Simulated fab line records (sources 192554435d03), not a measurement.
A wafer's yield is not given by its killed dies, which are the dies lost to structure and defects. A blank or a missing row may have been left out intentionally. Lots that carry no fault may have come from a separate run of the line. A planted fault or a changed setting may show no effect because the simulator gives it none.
The tool behind it: which one? || flow n5Finfet || 72 wafers from 24 lots sampled at 4 of the route's 1938 steps

WHAT EACH GAUGE READ, for each wafer
N5_ZERO_LAYER_INSPECT_20: inspects for defects (darkfield).
{"lot": "L074", "measured": "day 1 13:49", "on": "defectInspect-01", "rawDefectCount": "31 22 25"}
{"lot": "L075", "measured": "day 1 19:15", "on": "defectInspect-02", "rawDefectCount": "45 22 20"}
{"lot": "L076", "measured": "day 2 01:23", "on": "defectInspect-01", "rawDefectCount": "38 26 43"}
{"lot": "L077", "measured": "day 2 07:23", "on": "defectInspect-02", "rawDefectCount": "60 35 41"}
{"lot": "L078", "measured": "day 2 13:26", "on": "defectInspect-02", "rawDefectCount": "26 64 57"}
{"lot": "L079", "measured": "day 2 19:23", "on": "defectInspect-02", "rawDefectCount": "15 31 43"}
{"lot": "L080", "measured": "day 3 01:25", "on": "defectInspect-01", "rawDefectCount": "33 47 39"}
{"lot": "L081", "measured": "day 3 07:18", "on": "defectInspect-01", "rawDefectCount": "44 26 29"}
{"lot": "L082", "measured": "day 3 13:17", "on": "defectInspect-01", "rawDefectCount": "62 75 66"}
{"lot": "L083", "measured": "day 3 19:23", "on": "defectInspect-01", "rawDefectCount": "18 22 41"}
{"lot": "L084", "measured": "day 4 01:28", "on": "defectInspect-02", "rawDefectCount": "22 20 18"}
{"lot": "L085", "measured": "day 4 07:25", "on": "defectInspect-02", "rawDefectCount": "35 26 59"}
{"lot": "L086", "measured": "day 4 13:15", "on": "defectInspect-01", "rawDefectCount": "23 19 37"}
{"lot": "L087", "measured": "day 4 19:15", "on": "defectInspect-01", "rawDefectCount": "49 19 26"}
{"lot": "L088", "measured": "day 5 01:48", "on": "defectInspect-02", "rawDefectCount": "33 28 57"}
{"lot": "L089", "measured": "day 5 08:35", "on": "defectInspect-01", "rawDefectCount": "13 39 52"}
{"lot": "L090", "measured": "day 5 13:16", "on": "defectInspect-02", "rawDefectCount": "29 19 21"}
{"lot": "L091", "measured": "day 5 19:40", "on": "defectInspect-02", "rawDefectCount": "23 40 26"}
{"lot": "L092", "measured": "day 6 01:33", "on": "defectInspect-01", "rawDefectCount": "18 26 37"}
{"lot": "L093", "measured": "day 6 07:17", "on": "defectInspect-02", "rawDefectCount": "12 37 29"}
{"lot": "L094", "measured": "day 6 13:23", "on": "defectInspect-02", "rawDefectCount": "17 30 24"}
{"lot": "L095", "measured": "day 6 19:15", "on": "defectInspect-01", "rawDefectCount": "75 51 86"}
{"lot": "L096", "measured": "day 7 02:08", "on": "defectInspect-02", "rawDefectCount": "23 44 48"}
{"lot": "L097", "measured": "day 7 08:41", "on": "defectInspect-01", "rawDefectCount": "30 25 77"}

N5_WELL_APT_INSPECT_27: inspects for defects (macro).
{"lot": "L074", "measured": "day 1 15:17", "on": "defectInspect-02", "rawDefectCount": "1 4 2"}
{"lot": "L075", "measured": "day 1 20:59", "on": "defectInspect-01", "rawDefectCount": "1 4 4"}
{"lot": "L076", "measured": "day 2 03:22", "on": "defectInspect-01", "rawDefectCount": "2 2 4"}
{"lot": "L077", "measured": "day 2 08:59", "on": "defectInspect-01", "rawDefectCount": "1 1 3"}
{"lot": "L078", "measured": "day 2 15:02", "on": "defectInspect-01", "rawDefectCount": "1 3 3"}
{"lot": "L079", "measured": "day 2 20:59", "on": "defectInspect-01", "rawDefectCount": "3 1 2"}
{"lot": "L080", "measured": "day 3 03:02", "on": "defectInspect-02", "rawDefectCount": "1 0 1"}
{"lot": "L081", "measured": "day 3 08:47", "on": "defectInspect-02", "rawDefectCount": "1 4 1"}
{"lot": "L082", "measured": "day 3 15:17", "on": "defectInspect-01", "rawDefectCount": "1 1 1"}
{"lot": "L083", "measured": "day 3 20:56", "on": "defectInspect-02", "rawDefectCount": "2 5 1"}
{"lot": "L084", "measured": "day 4 03:07", "on": "defectInspect-01", "rawDefectCount": "3 2 3"}
{"lot": "L085", "measured": "day 4 09:09", "on": "defectInspect-01", "rawDefectCount": "3 1 3"}
{"lot": "L086", "measured": "day 4 14:52", "on": "defectInspect-01", "rawDefectCount": "3 2 4"}
{"lot": "L087", "measured": "day 4 20:53", "on": "defectInspect-01", "rawDefectCount": "3 1 2"}
{"lot": "L088", "measured": "day 5 03:17", "on": "defectInspect-02", "rawDefectCount": "4 3 0"}
{"lot": "L089", "measured": "day 5 10:11", "on": "defectInspect-02", "rawDefectCount": "1 2 2"}
{"lot": "L090", "measured": "day 5 15:05", "on": "defectInspect-02", "rawDefectCount": "1 1 2"}
{"lot": "L091", "measured": "day 5 21:17", "on": "defectInspect-01", "rawDefectCount": "2 1 3"}
{"lot": "L092", "measured": "day 6 03:31", "on": "defectInspect-02", "rawDefectCount": "1 3 4"}
{"lot": "L093", "measured": "day 6 08:53", "on": "defectInspect-01", "rawDefectCount": "2 6 5"}
{"lot": "L094", "measured": "day 6 15:13", "on": "defectInspect-01", "rawDefectCount": "0 1 0"}
{"lot": "L095", "measured": "day 6 20:46", "on": "defectInspect-02", "rawDefectCount": "1 4 1"}
{"lot": "L096", "measured": "day 7 03:47", "on": "defectInspect-02", "rawDefectCount": "4 2 2"}
{"lot": "L097", "measured": "day 7 10:25", "on": "defectInspect-01", "rawDefectCount": "1 3 1"}

N5_PMOS_HMC_CHANNEL_EPI_CD_MEAS_09: target cd 237.4 nm.
{"lot": "L074", "measured": "day 1 17:24", "on": "cdSem-02", "cdNm (nm)": "238.4 241.1 239.0"}
{"lot": "L075", "measured": "day 1 23:10", "on": "cdSem-03", "cdNm (nm)": "238.0 238.8 238.5"}
{"lot": "L076", "measured": "day 2 05:41", "on": "cdSem-03", "cdNm (nm)": "237.3 237.5 238.4"}
{"lot": "L077", "measured": "day 2 11:23", "on": "cdSem-02", "cdNm (nm)": "238.5 238.7 237.3"}
{"lot": "L078", "measured": "day 2 17:14", "on": "cdSem-02", "cdNm (nm)": "239.4 236.6 237.7"}
{"lot": "L079", "measured": "day 2 22:59", "on": "cdSem-01", "cdNm (nm)": "237.3 238.1 236.9"}
{"lot": "L080", "measured": "day 3 05:02", "on": "cdSem-03", "cdNm (nm)": "236.5 236.4 236.7"}
{"lot": "L081", "measured": "day 3 11:15", "on": "cdSem-02", "cdNm (nm)": "235.5 239.0 237.0"}
{"lot": "L082", "measured": "day 3 17:58", "on": "cdSem-02", "cdNm (nm)": "237.2 237.3 237.8"}
{"lot": "L083", "measured": "day 3 22:56", "on": "cdSem-01", "cdNm (nm)": "236.9 238.1 237.2"}
{"lot": "L084", "measured": "day 4 05:21", "on": "cdSem-03", "cdNm (nm)": "238.1 236.5 237.4"}
{"lot": "L085", "measured": "day 4 11:09", "on": "cdSem-03", "cdNm (nm)": "236.8 235.7 236.6"}
{"lot": "L086", "measured": "day 4 16:59", "on": "cdSem-01", "cdNm (nm)": "239.9 240.0 239.2"}
{"lot": "L087", "measured": "day 4 23:01", "on": "cdSem-02", "cdNm (nm)": "237.9 238.6 238.7"}
{"lot": "L088", "measured": "day 5 05:59", "on": "cdSem-01", "cdNm (nm)": "238.6 238.9 239.2"}
{"lot": "L089", "measured": "day 5 12:16", "on": "cdSem-02", "cdNm (nm)": "236.3 238.6 237.2"}
{"lot": "L090", "measured": "day 5 17:17", "on": "cdSem-02", "cdNm (nm)": "236.9 237.8 238.7"}
{"lot": "L091", "measured": "day 5 23:29", "on": "cdSem-03", "cdNm (nm)": "238.1 236.6 237.9"}
{"lot": "L092", "measured": "day 6 05:46", "on": "cdSem-02", "cdNm (nm)": "238.5 237.6 239.0"}
{"lot": "L093", "measured": "day 6 10:56", "on": "cdSem-01", "cdNm (nm)": "237.0 236.8 236.4"}
{"lot": "L094", "measured": "day 6 17:21", "on": "cdSem-01", "cdNm (nm)": "237.0 236.3 235.9"}
{"lot": "L095", "measured": "day 6 22:53", "on": "cdSem-01", "cdNm (nm)": "238.8 237.4 237.0"}
{"lot": "L096", "measured": "day 7 05:59", "on": "cdSem-03", "cdNm (nm)": "238.4 237.9 239.8"}
{"lot": "L097", "measured": "day 7 12:25", "on": "cdSem-02", "cdNm (nm)": "239.0 238.2 237.8"}

WHAT TOOL EACH LOT RAN ON (gives the tool, then ch and the chambers of the sampled wafers, and finally the start)
{"lot": "L074", "N5_ZERO_LAYER_PECVD_02": "pecvd-02 ch 0,1,2, day 1 12:28"}
{"lot": "L075", "N5_ZERO_LAYER_PECVD_02": "pecvd-02 ch 0,1, day 1 18:17"}
{"lot": "L076", "N5_ZERO_LAYER_PECVD_02": "pecvd-02 ch 1,2, day 2 00:17"}
{"lot": "L077", "N5_ZERO_LAYER_PECVD_02": "pecvd-02 ch 0,1, day 2 06:17"}
{"lot": "L078", "N5_ZERO_LAYER_PECVD_02": "pecvd-04 ch 0,1, day 2 12:17"}
{"lot": "L079", "N5_ZERO_LAYER_PECVD_02": "pecvd-02 ch 0,1,2, day 2 18:17"}
{"lot": "L080", "N5_ZERO_LAYER_PECVD_02": "pecvd-04 ch 0,1, day 3 00:17"}
{"lot": "L081", "N5_ZERO_LAYER_PECVD_02": "pecvd-01 ch 0,2, day 3 06:17"}
{"lot": "L082", "N5_ZERO_LAYER_PECVD_02": "pecvd-02 ch 0,1,2, day 3 12:17"}
{"lot": "L083", "N5_ZERO_LAYER_PECVD_02": "pecvd-02 ch 0,2, day 3 18:17"}
{"lot": "L084", "N5_ZERO_LAYER_PECVD_02": "pecvd-02 ch 0,1,2, day 4 00:17"}
{"lot": "L085", "N5_ZERO_LAYER_PECVD_02": "pecvd-01 ch 0,1, day 4 06:18"}
{"lot": "L086", "N5_ZERO_LAYER_PECVD_02": "pecvd-04 ch 0,2, day 4 12:17"}
{"lot": "L087", "N5_ZERO_LAYER_PECVD_02": "pecvd-04 ch 0,2, day 4 18:17"}
{"lot": "L088", "N5_ZERO_LAYER_PECVD_02": "pecvd-02 ch 0,1, day 5 00:18"}
{"lot": "L089", "N5_ZERO_LAYER_PECVD_02": "pecvd-04 ch 0,1,2, day 5 06:18"}
{"lot": "L090", "N5_ZERO_LAYER_PECVD_02": "pecvd-02 ch 0,2, day 5 12:17"}
{"lot": "L091", "N5_ZERO_LAYER_PECVD_02": "pecvd-04 ch 0,2, day 5 18:17"}
{"lot": "L092", "N5_ZERO_LAYER_PECVD_02": "pecvd-02 ch 0,1, day 6 00:17"}
{"lot": "L093", "N5_ZERO_LAYER_PECVD_02": "pecvd-01 ch 0,1, day 6 06:17"}
{"lot": "L094", "N5_ZERO_LAYER_PECVD_02": "pecvd-02 ch 0,1, day 6 12:17"}
{"lot": "L095", "N5_ZERO_LAYER_PECVD_02": "pecvd-04 ch 0,1,2, day 6 18:19"}
{"lot": "L096", "N5_ZERO_LAYER_PECVD_02": "pecvd-02 ch 0,1,2, day 7 00:17"}
{"lot": "L097", "N5_ZERO_LAYER_PECVD_02": "pecvd-04 ch 0,1, day 7 06:18"}
- N5_ZERO_LAYER_PECVD_02: deposits SiO2 from SiH4/N2O, target thk 10 nm, time 6 s.

AS READ BY THE TOOLS THEMSELVES (means over the sampled wafers that have a number; for cases with no such wafer, the mark the record gives instead)
N5_ZERO_LAYER_PECVD_02.
{"lot": "L074", "tool": "pecvd-02", "heaterPowerW (W)": 666, "showerheadPlenumPTorr (Torr)": 8.13, "susceptorTempC (C)": 399.92}
{"lot": "L075", "tool": "pecvd-02", "heaterPowerW (W)": 609, "showerheadPlenumPTorr (Torr)": 8.28, "susceptorTempC (C)": 400.19}
{"lot": "L076", "tool": "pecvd-02", "heaterPowerW (W)": 660, "showerheadPlenumPTorr (Torr)": 7.98, "susceptorTempC (C)": 399.98}
{"lot": "L077", "tool": "pecvd-02", "heaterPowerW (W)": 558, "showerheadPlenumPTorr (Torr)": 8.23, "susceptorTempC (C)": 400.04}
{"lot": "L078", "tool": "pecvd-04", "heaterPowerW (W)": 775, "showerheadPlenumPTorr (Torr)": 8.20, "susceptorTempC (C)": 400.13}
{"lot": "L079", "tool": "pecvd-02", "heaterPowerW (W)": 639, "showerheadPlenumPTorr (Torr)": 8.13, "susceptorTempC (C)": 400.19}
{"lot": "L080", "tool": "pecvd-04", "heaterPowerW (W)": 822, "showerheadPlenumPTorr (Torr)": 8.21, "susceptorTempC (C)": 399.63}
{"lot": "L081", "tool": "pecvd-01", "heaterPowerW (W)": 666, "showerheadPlenumPTorr (Torr)": 8.22, "susceptorTempC (C)": 399.93}
{"lot": "L082", "tool": "pecvd-02", "heaterPowerW (W)": 703, "showerheadPlenumPTorr (Torr)": 8.13, "susceptorTempC (C)": 400.17}
{"lot": "L083", "tool": "pecvd-02", "heaterPowerW (W)": 659, "showerheadPlenumPTorr (Torr)": 8.02, "susceptorTempC (C)": 399.96}
{"lot": "L084", "tool": "pecvd-02", "heaterPowerW (W)": 668, "showerheadPlenumPTorr (Torr)": 8.14, "susceptorTempC (C)": 399.97}
{"lot": "L085", "tool": "pecvd-01", "heaterPowerW (W)": 870, "showerheadPlenumPTorr (Torr)": 8.36, "susceptorTempC (C)": 400.04}
{"lot": "L086", "tool": "pecvd-04", "heaterPowerW (W)": 739, "showerheadPlenumPTorr (Torr)": 8.17, "susceptorTempC (C)": 400.01}
{"lot": "L087", "tool": "pecvd-04", "heaterPowerW (W)": 791, "showerheadPlenumPTorr (Torr)": 8.16, "susceptorTempC (C)": 400.05}
{"lot": "L088", "tool": "pecvd-02", "heaterPowerW (W)": 605, "showerheadPlenumPTorr (Torr)": 8.27, "susceptorTempC (C)": 400.24}
{"lot": "L089", "tool": "pecvd-04", "heaterPowerW (W)": 812, "showerheadPlenumPTorr (Torr)": 8.15, "susceptorTempC (C)": 399.92}
{"lot": "L090", "tool": "pecvd-02", "heaterPowerW (W)": 671, "showerheadPlenumPTorr (Torr)": 8.15, "susceptorTempC (C)": 400.06}
{"lot": "L091", "tool": "pecvd-04", "heaterPowerW (W)": 781, "showerheadPlenumPTorr (Torr)": 8.16, "susceptorTempC (C)": 400.04}
{"lot": "L092", "tool": "pecvd-02", "heaterPowerW (W)": 548, "showerheadPlenumPTorr (Torr)": 8.24, "susceptorTempC (C)": 399.91}
{"lot": "L093", "tool": "pecvd-01", "heaterPowerW (W)": 766, "showerheadPlenumPTorr (Torr)": 8.26, "susceptorTempC (C)": 400.12}
{"lot": "L094", "tool": "pecvd-02", "heaterPowerW (W)": 625, "showerheadPlenumPTorr (Torr)": 8.25, "susceptorTempC (C)": 400.23}
{"lot": "L095", "tool": "pecvd-04", "heaterPowerW (W)": 794, "showerheadPlenumPTorr (Torr)": 8.15, "susceptorTempC (C)": 399.85}
{"lot": "L096", "tool": "pecvd-02", "heaterPowerW (W)": 624, "showerheadPlenumPTorr (Torr)": 8.14, "susceptorTempC (C)": 400.21}
{"lot": "L097", "tool": "pecvd-04", "heaterPowerW (W)": 806, "showerheadPlenumPTorr (Torr)": 8.22, "susceptorTempC (C)": 399.96}

THE ANSWER, worked out from the rows above alone
Rule: what is usual is taken from the lots themselves. The widest of any qualifying gaps counts: lots, ordered by their means at a reading, are off when they make up no more than a third of the lots, leave a main group of 4 or more, and stand apart from it by 3 or more times the standard deviation of that group's means. Not used: any main group whose means are identical at the precision the tables above print for the reading. A lot without any number at a reading at which 4 lots or more have one is off too. All remaining lots with rows at the step are treated as sound. First the gauges in route order, then the tools' own readings, where a lot's mean is used as printed above. The first step at which some lot is off is used, and at that step the reading that is off furthest; a lot without a number counts as furthest.
No lot is off on any of the readings shown, so nothing can be concluded from this.

WHAT THE SIMULATOR HAD PUT IN
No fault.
